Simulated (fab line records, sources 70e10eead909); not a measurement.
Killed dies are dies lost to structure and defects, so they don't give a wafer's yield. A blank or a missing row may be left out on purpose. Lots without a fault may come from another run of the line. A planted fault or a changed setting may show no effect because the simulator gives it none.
Which tool did it? | flow nand_harc | 6 lots, 18 wafers sampled, at 3 steps of a route of 1302

WHAT THE GAUGES READ, wafer by wafer
NHARC_P_ZERO_WELL_CD_MEAS_24: target cd 720 nm.
lot  | measured     | on        | cd_nm (nm)
L121 | day 2 08:40  | cd_sem-02 | 720.6 718.1 717.4
L123 | day 3 04:41  | cd_sem-02 | 720.0 724.0 719.3
L125 | day 4 01:26  | cd_sem-01 | 720.8 719.5 718.9
L127 | day 4 20:28  | cd_sem-01 | 717.9 722.0 721.4
L134 | day 7 18:19  | cd_sem-01 | 719.6 720.5 716.3
L142 | day 11 02:35 | cd_sem-03 | 720.7 721.4 715.7

WHICH TOOL RAN EACH LOT (tool, then ch and the chambers of the sampled wafers, then the start)
lot  | NHARC_P_ZERO_WELL_DESCUM_13        | NHARC_P_ZERO_WELL_EXPOSE_21
L121 | rie_diel-04 ch 0,1,3, day 2 07:26  | krf_scanner-03 ch 0, day 2 08:31
L123 | rie_diel-01 ch 2,3, day 3 03:28    | krf_scanner-01 ch 0, day 3 04:32
L125 | rie_diel-01 ch 1,2, day 3 23:16    | krf_scanner-02 ch 0, day 4 01:17
L127 | rie_diel-04 ch 1,2,3, day 4 19:23  | krf_scanner-01 ch 0, day 4 20:18
L134 | rie_diel-04 ch 0,1,3, day 7 17:16  | krf_scanner-02 ch 0, day 7 18:10
L142 | rie_diel-01 ch 0,1,2, day 11 01:23 | krf_scanner-02 ch 0, day 11 02:26
- NHARC_P_ZERO_WELL_DESCUM_13: chemistry O2, time 3 s.
- NHARC_P_ZERO_WELL_EXPOSE_21: exposes mask P NWELL, target cd 720 nm.

THE ANSWER, worked out from the rows above alone
Rule: what is usual is taken from the lots themselves. Put in order of their means at a reading, lots are off if they are a third of the lots or fewer, leave a main group of 4 or more, and stand apart from it by a gap of 3 or more times the standard deviation of the main group's means; of several such gaps the widest counts. A main group whose means are all the same, to the digits that the tables above print for the reading, isn't used. A lot without any number at a reading at which 4 lots or more have one is off too. The other lots that the step has rows for count as sound.
No lot is off at any reading shown: from this, nothing can be told.

WHAT THE SIMULATOR HAD PUT IN
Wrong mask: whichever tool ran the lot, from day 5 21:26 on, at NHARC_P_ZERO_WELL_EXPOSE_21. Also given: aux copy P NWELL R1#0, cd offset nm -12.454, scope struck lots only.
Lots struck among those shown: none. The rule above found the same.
